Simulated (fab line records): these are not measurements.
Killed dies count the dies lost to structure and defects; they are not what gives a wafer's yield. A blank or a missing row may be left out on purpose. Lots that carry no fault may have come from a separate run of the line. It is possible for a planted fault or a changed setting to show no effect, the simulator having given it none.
A struck lot beside a sound one | flow nand_harc | 15 out of 1302 route steps
Sound: wafers L442.2, L442.3, L442.4. Wafers struck: L444.1, L444.3, L444.4. The cause is named last.
Per side, at each step with rows, come the tool, then ch with its chambers, and then its first start. Under that, the readings that differ: sound wafers | struck wafers | difference of the means | sigmas: that difference in standard deviations of wafers without a fault.
alike: a reading whose means differ by less than 2 such deviations, as well as words and numbers matching on both sides. not compared: withheld readings; readings where some wafer has no value; bounds like >300 that might hide an equal value; numbers whose values overlap and for which the record gives no deviation.
A row with sigmas, a row that says differs or no value, or rows on one side alone: a step with any of these is where the two part. Non-overlapping numbers with no deviation appear without sigmas and do not part them. Lack of a reading on every wafer of one side parts them only where that side has two or more wafers.

first, 3 steps without rows for these wafers: NHARC_P_GATE_STRIP_96 (strips in SPM, time 900 s); NHARC_P_GATE_RTA_64 (time 1 s); NHARC_P_GATE_ETCH_77 (etches SiO2 in dHF, target depth 6 nm).
NHARC_P_GATE_DEGAS_109: time 60 s.
  sound on pvd_sputter-01 at day 6 01:50; struck on pvd_sputter-01 at day 6 19:28
  alike: heater_power_w
then, 3 steps without rows for these wafers: NHARC_P_GATE_PRE_CLEAN_110 (time 30 s); NHARC_P_GATE_SPUTTER_78 (material Ni, target thk 10 nm); NHARC_P_GATE_SPUTTER_79 (material TiN, target thk 10 nm).
NHARC_P_GATE_RTA_80: time 30 s.
  sound on rtp_anneal-01 ch 0, day 6 02:09; struck on rtp_anneal-01 ch 0, day 6 19:46
  alike: anneal_temp_c_max, lamp_power_pct, lamp_zone_3_pct, wafer_temp_C_max
then, 1 step without rows for these wafers: NHARC_P_GATE_STRIP_67 (strips in SPM, time 600 s).
NHARC_P_GATE_RTA_82: time 30 s.
  sound on rtp_anneal-01 ch 0, day 6 02:38; struck on rtp_anneal-02 ch 0, day 6 20:13
  reading             | sound             | struck            | difference | sigmas
  lamp_power_pct (%)  | 4.5 4.5 4.5       | 3.5 3.5 3.5       | -1.0       | -2
  lamp_zone_3_pct (%) | 4.5 4.5 4.5       | 3.5 3.5 3.5       | -1.0       | -2
  wafer_temp_C_max    | 451.5 451.6 451.8 | 454.7 453.0 454.1 | +2.3       | +2
  alike: anneal_temp_c_max
NHARC_P_GATE_INSPECT_68:
  sound on defect_inspect-02 at day 6 02:49; struck on defect_inspect-01 at day 6 20:25
  alike: raw_defect_count
NHARC_P_CONTACT_DEP_30: deposits SiNx, target thk 30 nm.
  sound on pecvd-02 ch 1,2, day 6 02:53; struck on pecvd-02 ch 1,2, day 6 20:41
  alike: heater_power_outer_w, heater_power_w, rf_fwd_power_W
NHARC_P_CONTACT_DEP_00: deposits SiO2, target thk 500 nm.
  sound on pecvd-02 ch 1,2, day 6 03:07; struck on pecvd-02 ch 1,2, day 6 20:55
  reading              | sound             | struck               | difference | sigmas
  rf_fwd_power_W (W)   | 900.9 894.9 898.9 | 1260.7 1261.4 1259.0 | +362.1     | +99 or more
  showerhead_vpp_V (V) | 1680 1763 1691    | 1993 2195 1974       | +343       | +3
  alike: heater_power_outer_w, heater_power_w, mfc_precursor_sccm, throttle_valve_pct
NHARC_P_CONTACT_CMP_01: polishes SiO2, target thk 200 nm.
  sound on cmp-04 ch 1,2,3, day 6 03:37; struck on cmp-04 ch 1,2,3, day 6 21:24
  alike: motor_current_A
following that, these wafers have no rows for 1 step: NHARC_END_SORT_01.

## WHERE THEY PART
First at NHARC_P_GATE_RTA_82; last, within this record, at NHARC_P_CONTACT_DEP_00. Later steps at which nothing parts them and some readings are alike: NHARC_P_CONTACT_CMP_01.

WHY: what the simulator had put in
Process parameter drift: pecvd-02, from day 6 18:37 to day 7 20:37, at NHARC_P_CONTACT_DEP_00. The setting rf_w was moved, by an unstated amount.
